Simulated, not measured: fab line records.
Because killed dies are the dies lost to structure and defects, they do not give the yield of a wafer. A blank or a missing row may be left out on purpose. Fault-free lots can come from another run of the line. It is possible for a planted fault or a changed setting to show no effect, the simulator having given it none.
Struck lot and sound lot, side by side + flow n5-finfet + 42 out of 1938 route steps
Sound: these wafers, L103.2, L103.3, L103.5. Struck: wafer L112.2. (L112.1, L112.4 of the same lot were not struck and are left out.) The cause comes at the end.
For every step that has rows: the tool of each side, followed by ch and its chambers, followed by its first start. Under that, the readings that differ: sound wafers + struck wafers + difference of the means + sigmas: that difference in standard deviations of wafers without a fault.
alike: words and numbers the same on both sides, and readings whose means are apart by under 2 such deviations; not compared: readings that were withheld, readings missing a value for some wafer, numbers with overlapping values and no deviation given by the record, and bounds like >300 which may hide the same value.
Wherever a step has rows on one side only, a row that says differs or no value, or a row with sigmas, the two part there. Numbers that don't overlap but have no deviation are shown without sigmas and don't part them. A reading that every wafer of one side lacks parts them only if that side has two wafers or more.

first, 11 steps without rows for these wafers: N5_PMOS_HMC_CHANNEL_EPI_STRIP_33 (strips in N2/H2); N5_PMOS_HMC_CHANNEL_EPI_STRIP_17 (strips in SPM, time 750 s); N5_PMOS_HMC_CHANNEL_EPI_ETCH_38 (etches SiO2 in CF4, target depth 1.5 nm); N5_PMOS_HMC_CHANNEL_EPI_FIN_RECESS_16 (chemistry HBr/Cl2, target Si, target depth 54 nm, time 18 s); N5_PMOS_HMC_CHANNEL_EPI_PRECLEAN_36 (cleans in O3/DIW, time 45 s); N5_PMOS_HMC_CHANNEL_EPI_PRECLEAN_18 (cleans in DHF, time 30 s); N5_PMOS_HMC_CHANNEL_EPI_SRD_19 (time 30 s); N5_PMOS_HMC_CHANNEL_EPI_EPI_20 (deposits SiGe30, target thk 59 nm); N5_PMOS_HMC_CHANNEL_EPI_HM_STRIP_35 (strips SiO2 in dHF, material SiO2, target depth 39.6 nm, time 216 s); N5_PMOS_HMC_CHANNEL_EPI_SRD_39 (time 30 s); N5_PMOS_HMC_CHANNEL_EPI_CMP_21 (polishes SiGe30, target thk 54 nm).
N5_PMOS_HMC_CHANNEL_EPI_PRECLEAN_40: cleans in DHF, time 30 s.
  sound on wet-bench-01 ch 3,5,7, day 2 19:45; struck on wet-bench-01 ch 1,2,7, day 5 01:59
then, 4 steps without rows for these wafers: N5_PMOS_HMC_CHANNEL_EPI_PRECLEAN_37 (cleans in O3/DIW, time 45 s); N5_PMOS_HMC_CHANNEL_EPI_PRECLEAN_24 (cleans in DHF, time 30 s); N5_PMOS_HMC_CHANNEL_EPI_SRD_25 (time 30 s); N5_PMOS_HMC_CHANNEL_EPI_EPI_26 (deposits Si from SiH4/H2, target thk 3.8 nm, time 22.7 s).
N5_PMOS_HMC_CHANNEL_EPI_INSPECT_30: inspects for defects (darkfield).
  struck on defect-inspect-01, day 5 02:26; sound on defect-inspect-02, day 2 20:26
| reading          | sound    | struck | difference | sigmas |
|------------------|----------|--------|------------|--------|
| raw-defect-count | 26 22 16 | 492    | +471       | +63    |
then, 19 steps without rows for these wafers: N5_FIN_SAQP_PRECLEAN_42 (cleans in O3/DIW, time 60 s); N5_FIN_SAQP_PRECLEAN_00 (cleans in SC1, time 60 s); N5_FIN_SAQP_PRECLEAN_44 (cleans in SC2, time 45 s); N5_FIN_SAQP_SRD_01 (time 30 s); N5_FIN_SAQP_ALD_61 (deposits SiO2, target thk 4 nm, pulse time 1 s, purge time 2 s); N5_FIN_SAQP_DENSIFY_62 (time 60 s); N5_FIN_SAQP_HM_DEP_03 (deposits SiNx from SiH4/NH3/N2, target thk 38 nm, time 33.6 s); N5_FIN_SAQP_PECVD_47 (deposits a-Si from SiH4/He, target thk 45 nm, time 36.3 s); N5_FIN_SAQP_PECVD_48 (deposits SiNx from SiH4/NH3/N2, target thk 25 nm, time 22.1 s); N5_FIN_SAQP_PECVD_06 (deposits a-Si from SiH4/He, target thk 60 nm, time 48.1 s); N5_FIN_SAQP_HM_DEP_72 (deposits SiO2 from SiH4/N2O, target thk 12 nm, time 7.2 s); N5_FIN_SAQP_COAT_49 (time 60 s, resist thk 100 nm); N5_FIN_SAQP_COAT_50 (time 60 s, resist thk 35 nm); N5_FIN_SAQP_COAT_10 (resist thk 90 nm); N5_FIN_SAQP_EBR_12; N5_FIN_SAQP_SOFTBAKE_11 (time 60 s); N5_FIN_SAQP_EXPOSE_13 (exposes mask FIN CORE, target cd 35.6 nm); N5_FIN_SAQP_PEB_14 (peb time 60 s); N5_FIN_SAQP_DEVELOP_15 (develop time 30 s).
N5_FIN_SAQP_INSPECT_18: inspects for defects (brightfield).
  struck on defect-inspect-01, day 5 05:33; sound on defect-inspect-01, day 2 21:50
| reading          | sound       | struck | difference | sigmas |
|------------------|-------------|--------|------------|--------|
| raw-defect-count | 394 319 461 | 1161   | +770       | +7     |
N5_FIN_SAQP_INSPECT_40: inspects for defects (brightfield).
  struck on defect-inspect-02, day 5 10:28; sound on defect-inspect-01, day 3 02:34
| reading          | sound       | struck | difference | sigmas |
|------------------|-------------|--------|------------|--------|
| raw-defect-count | 341 208 355 | 865    | +564       | +8     |
N5_FIN_CUT_INSPECT_10: inspects for defects (brightfield).
  struck on defect-inspect-02, day 5 10:52; sound on defect-inspect-01, day 3 03:04
| reading          | sound    | struck | difference | sigmas |
|------------------|----------|--------|------------|--------|
| raw-defect-count | 60 42 56 | 544    | +491       | +41    |
N5_FIN_CUT_INSPECT_17: inspects for defects (brightfield).
  struck on defect-inspect-01, day 5 12:13; sound on defect-inspect-01, day 3 04:03
| reading          | sound       | struck | difference | sigmas |
|------------------|-------------|--------|------------|--------|
| raw-defect-count | 332 200 366 | 842    | +543       | +8     |
-- a jump in the record: the struck wafers' starts before and after are 6 days apart (it breaks off in module FIN_CUT and resumes in module BEOL_M4, where the first step shown is number 1111 of the route) --
N5_BEOL_M4_RC_MEAS_101:
  sound on prober-01 ch 0, day 8 21:38; struck on prober-01 ch 0, day 11 04:15
  alike: DIBL_N, DIBL_P, IOFF_N, IOFF_P, ION_N, ION_P, SS_N, SS_P, VT_N, VT_P
-- the record jumps here: 4 days lie between the struck wafers' starts before and after (it left off in module BEOL_M4 and takes up again in module PASSIVATION, whose first step shown is number 1936 of the route) --
N5_PASSIVATION_PROBE_49:
  record: rows for the struck wafers here (prober-02, day 15 09:21), none for the sound ones

== WHERE THEY PART ==
Earliest at N5_PMOS_HMC_CHANNEL_EPI_INSPECT_30; latest, in this record, at N5_PASSIVATION_PROBE_49.

WHY: whatever the simulator had introduced
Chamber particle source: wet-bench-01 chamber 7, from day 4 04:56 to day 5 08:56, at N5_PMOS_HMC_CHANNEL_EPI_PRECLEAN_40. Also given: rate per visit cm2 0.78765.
